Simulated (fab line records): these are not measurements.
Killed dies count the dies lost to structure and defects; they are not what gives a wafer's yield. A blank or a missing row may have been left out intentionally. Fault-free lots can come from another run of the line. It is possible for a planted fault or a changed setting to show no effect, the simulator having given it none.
Comparing a struck lot with a sound one / flow nand-harc / 15 out of 1159 route steps
Sound: wafers L410.1, L410.2, L410.3. Struck: wafer L416.4. (L416.2, L416.5 of the same lot were not struck and are left out.) The cause comes at the end.
Order at every step that has rows: each side's tool, ch and its chambers, its first start. Under that, the readings that differ: sound wafers / struck wafers / difference of the means / sigmas: that difference in standard deviations of wafers without a fault.
alike: readings whose means differ by less than 2 such deviations, and words and numbers that are the same on both sides. not compared: withheld readings, readings that some wafer has no value for, bounds like >300 that may hide the same value, and numbers for which the record gives no deviation and whose values overlap.
Wherever a step has rows on one side only, a row that says differs or no value, or a row with sigmas, the two part there. Numbers that don't overlap but have no deviation are shown without sigmas and don't part them. A reading missing from all wafers of one side parts the sides only when that side holds two or more wafers.

first, 8 steps without rows for these wafers: NHARC_A_SGD_CUT_COAT_56 (time 75 s); NHARC_A_SGD_CUT_COAT_57 (time 65 s); NHARC_A_SGD_CUT_COAT_03 (resist thk 90 nm); NHARC_A_SGD_CUT_SOFTBAKE_04 (time 55 s); NHARC_A_SGD_CUT_EBR_05; NHARC_A_SGD_CUT_EXPOSE_06 (exposes mask SGD); NHARC_A_SGD_CUT_PEB_07 (peb time 65 s); NHARC_A_SGD_CUT_DEVELOP_08 (develop time 35 s).
NHARC_A_SGD_CUT_CD_MEAS_09 targets a cd of 100 nm.
  sound on cd-sem-03 ch 0, day 15 10:35; struck on cd-sem-02 ch 0, day 17 13:02
  alike: cd-nm
NHARC_A_SGD_CUT_OVL_MEAS_10:
  sound: overlay-01 at day 15 10:41; struck: overlay-02 at day 17 13:08
  alike: overlay-x-nm, overlay-y-nm
NHARC_A_SGD_CUT_INSPECT_11:
  sound: defect-inspect-02 at day 15 10:43; struck: defect-inspect-01 at day 17 13:10
reading=raw-defect-count; sound=31 18 17; struck=1; difference=-21; sigmas=-2
NHARC_A_SGD_CUT_DESCUM_14: chemistry O2, time 3 s.
  sound on rie-diel-02 ch 0,1,3, day 15 10:46; struck on rie-diel-02 ch 3, day 17 13:14
reading=oes-product-au (a.u.); sound=1.009 0.993 1.018; struck=0.977; difference=-0.030; sigmas=-2
reading=rf-hours-counter-h (h); sound=1 1 1; struck=7; difference=+6; sigmas=
  alike: drypump-motor-current-A, rf-vpp-V, showerhead-plenum-p-Torr, throttle-valve-pct
NHARC_A_SGD_CUT_ETCH_58: etches the open film in CF4, target depth 39 nm, time 65 s.
  sound on rie-diel-02 ch 0,1,2, day 15 10:52; struck on rie-diel-02 ch 2, day 17 13:19
reading=rf-hours-counter-h (h); sound=1 1 1; struck=7; difference=+6; sigmas=
reading=run-length-s (s); sound=86.5 86.0 86.1; struck=66.0; difference=-20.2; sigmas=-40
  alike: drypump-motor-current-A, oes-product-au, rf-vpp-V, showerhead-plenum-p-Torr, throttle-valve-pct
NHARC_A_SGD_CUT_ETCH_59: etches the open film in N2/H2, target depth 260 nm, time 406.25 s.
  sound on rie-diel-02 ch 1,2,3; struck on rie-diel-02 ch 1
reading=rf-hours-counter-h (h); sound=1 1 1; struck=7; difference=+6; sigmas=
  alike: drypump-motor-current-A, oes-product-au, rf-vpp-V, run-length-s, showerhead-plenum-p-Torr, throttle-valve-pct
-- break in the record here, with 6 days between the starts of the struck wafers on either side (left off in module A_SGD_CUT, picked up again in module END, where the first step shown is number 1159 on the route) --
NHARC_END_SORT_01:
  sound on prober-01 ch 0, day 20 15:12; struck on prober-01 ch 0, day 23 05:39
reading=killed-at-array; sound=22 20 17; struck=589; difference=+569; sigmas=+73
reading=killed-dies; sound=30 24 23; struck=591; difference=+565; sigmas=+69
  alike: killed-at-other, killed-at-periphery, killed-open, killed-short

== WHERE THEY PART ==
First at NHARC_A_SGD_CUT_INSPECT_11; last, within this record, at NHARC_END_SORT_01.

WHY: whatever the simulator had introduced
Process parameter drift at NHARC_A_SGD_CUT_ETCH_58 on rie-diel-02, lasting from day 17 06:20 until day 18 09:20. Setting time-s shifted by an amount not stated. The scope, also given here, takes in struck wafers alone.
